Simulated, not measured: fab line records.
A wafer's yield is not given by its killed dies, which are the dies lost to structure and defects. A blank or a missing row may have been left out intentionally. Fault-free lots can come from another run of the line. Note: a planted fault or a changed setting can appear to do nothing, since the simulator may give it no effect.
Split-lot trial ; flow n5 finfet ; 21 wafers read across 7 lots, on a route 1938 steps long

SPLIT DETAILS
At N5_SD_EPI_N_EPI_21 (deposits Si:P, time 690 s), the setting epi growth time s was moved away from the recipe's 690 s on 7 of the 21 wafers read, by -7.9% to +10.4%. This setting was run at the recipe's value on the other wafers.

FROM THE SPLIT TO THE READING: what the file shows between them, 9 steps
- N5_SD_EPI_N_EPI_MEAS_23
- N5_SD_EPI_N_PRECLEAN_24: cleans in O3/DIW, time 60 s
- N5_SD_EPI_N_SRD_25: time 30 s
- N5_SD_EPI_P_EPI_21: deposits SiGe:B, time 355 s
- N5_SD_EPI_P_HM_STRIP_48: strips SiNx in H3PO4, material SiNx, target depth 3 nm
- N5_SD_EPI_P_SRD_49: time 30 s
- N5_SD_EPI_P_PRECLEAN_24: cleans in O3/DIW, time 45 s
- N5_SD_ACTIVATION_RTA_00: time 0 s
- N5_SD_ACTIVATION_LSA_01: time 0.0008 s

THE READING
Measured at N5_SD_ACTIVATION_RS_MEAS_03 by four-point probe: RS_SD_N, in ohm/sq. A value of 21.97 ohm/sq with a standard deviation of 0.28 ohm/sq is what fault-free wafers of this fab line usually give.

wafer;tool, chamber at the split;epi growth time s as run, s;against the recipe;RS_SD_N, ohm/sq;against lot-mates on the recipe
L077.1;epi rpcvd-04, 0;690;recipe;21.77;-
L077.2;epi rpcvd-04, 0;761.5;+10.4%;20.24;-1.64
L077.5;epi rpcvd-04, 0;690;recipe;21.99;-
L078.1;epi rpcvd-03, 0;690;recipe;22.07;-
L078.4;epi rpcvd-03, 0;690;recipe;21.77;-
L078.6;epi rpcvd-03, 0;690;recipe;22.20;-
L086.2;epi rpcvd-04, 0;690;recipe;22.22;-
L086.4;epi rpcvd-04, 0;690;recipe;22.64;-
L086.5;epi rpcvd-04, 0;690;recipe;21.88;-
L087.2;epi rpcvd-03, 0;670.6;-2.8%;22.42;+0.36
L087.3;epi rpcvd-03, 0;670.6;-2.8%;22.30;+0.24
L087.5;epi rpcvd-03, 0;690;recipe;22.06;-
L093.1;epi rpcvd-03, 0;716.8;+3.9%;21.39;-0.96
L093.2;epi rpcvd-03, 0;690;recipe;22.35;-
L093.6;epi rpcvd-03, 0;716.8;+3.9%;21.28;-1.07
L094.3;epi rpcvd-03, 0;635.8;-7.9%;23.61;+1.40
L094.4;epi rpcvd-03, 0;690;recipe;22.21;-
L094.5;epi rpcvd-03, 0;635.8;-7.9%;23.27;+1.06
L097.3;epi rpcvd-04, 0;690;recipe;22.22;-
L097.4;epi rpcvd-04, 0;690;recipe;21.77;-
L097.6;epi rpcvd-04, 0;690;recipe;22.11;-

FIT RESULTS
A straight line over all 21 wafers: RS_SD_N changes by -0.173 ohm/sq for each +1% of epi growth time s; r = -0.95; the points scatter about the line by 0.22 ohm/sq.
The same after taking each lot's own level away (the mean of its wafers on the recipe; 21 wafers): -0.166 ohm/sq for each +1%; r = -0.95; scatter 0.21 ohm/sq.
The reading moves by 1.7 ohm/sq for the largest change in epi growth time s, on that fit.
From 21.880 to 22.350 ohm/sq: that is the span of the lots' own levels, equal to 1.7 times the standard deviation above.
The two slopes agree, so the slope changes little with the lot-to-lot level.
Check: with one of the wafers moved furthest among these (+10.4%) left out of the fit, the line predicts -1.89 ohm/sq for it against its lot-mates. Against them it came out at -1.64 ohm/sq.

OTHER SPLITS APPLIED TO THESE WAFERS
Before the reading, these wafers also passed through other splits. Each is held against what the fit with the lots' levels taken away leaves over:
other split on the same wafers;wafers away from the commonest value;r with RS_SD_N (lot level and that fit taken away)
N5_FIN_CUT_ETCH_21 time s;4;+0.38
N5_DUMMY_GATE_HM_DEP_06 time s;12;-0.31
N5_SD_EPI_N_ETCH_45 target depth a;5;+0.05

THE WHOLE CHAIN: every reading that the file lists as answering this split, in the file's order
step;what it does;reading;change (the file's fit);r (the file's)
N5_SD_EPI_N_EPI_21;deposits Si:P, time 690 s;Si-P_of_SD_EPI_N_EPI_21.thk nm (the simulator's own value, which no gauge read);+0.446 nm for each +1% of the setting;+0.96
N5_SD_EPI_N_EPI_MEAS_23;;thk nm;withheld for each +1% of the setting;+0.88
N5_SD_EPI_P_HM_STRIP_48;strips SiNx in H3PO4, material SiNx, target depth 3 nm;Si-P_of_SD_EPI_N_EPI_21.thk nm (the simulator's own value, which no gauge read);+0.435 nm for each +1% of the setting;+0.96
N5_SD_ACTIVATION_RS_MEAS_03;measures by four-point-probe;RS_SD_N;-0.164 for each +1% of the setting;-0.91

THE FILE'S OWN FIT
RS_SD_N changes by -0.164 ohm/sq for each +1% of epi growth time s, r = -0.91.
